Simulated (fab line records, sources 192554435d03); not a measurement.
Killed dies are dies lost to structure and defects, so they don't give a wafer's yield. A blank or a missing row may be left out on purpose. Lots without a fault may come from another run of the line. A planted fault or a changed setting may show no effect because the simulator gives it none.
Chamber matching | flow n5_finfet | N5_MOL_CONTACT_COAG_VIA_ETCH_117 on rie_diel-05: 4 sister chambers
The step etches SiO2 in C4F6/O2, target depth 40 nm, overetch 8 nm, time 26 s. 4 wafers are shown with their chamber, then 11 later ones without.

WAFERS WITH THEIR CHAMBER
wafer  | chamber | rf_vpp_V (V)
L084.6 | 0       | 1591
L086.1 | 3       | 1589
L086.3 | 2       | 1630
L088.2 | 1       | 1646

WAFERS WITHOUT THEIR CHAMBER
wafer  | rf_vpp_V (V)
L088.3 | 1587
L088.5 | 1592
L090.1 | 1591
L090.5 | 1645
L090.6 | 1590
L094.2 | 1645
L094.5 | 1644
L094.6 | 1629
L097.1 | 1631
L097.2 | 1586
L097.6 | 1587

WHICH CHAMBER EACH WENT THROUGH
wafer  | from the rows above     | in truth
L088.3 | can't be placed: 3 or 0 | 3
L088.5 | can't be placed: 0 or 3 | 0
L090.1 | can't be placed: 0 or 3 | 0
L090.5 | 1                       | 1
L090.6 | can't be placed: 0 or 3 | 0
L094.2 | 1                       | 1
L094.5 | 1                       | 1
L094.6 | 2                       | 2
L097.1 | 2                       | 2
L097.2 | can't be placed: 3 or 0 | 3
L097.6 | can't be placed: 3 or 0 | 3
Placed correctly: 5 of 11. Can't be placed from these rows: 6 (the true chamber is among the candidates in 6). Placed wrongly: 0.
How it was worked out, from the rows above alone: a wafer's distance from a chamber is the root of the sum, over the readings, of the square of ((its reading less the chamber's mean) divided by the reading's scatter). The wafer belongs to the nearest chamber; if the next one is less than 2 further off, it can't be placed. A chamber's mean is the mean of its shown wafers. The scatter: with one shown wafer a chamber, the root of the mean of the squares of how far each hidden wafer lies from its nearest shown one.
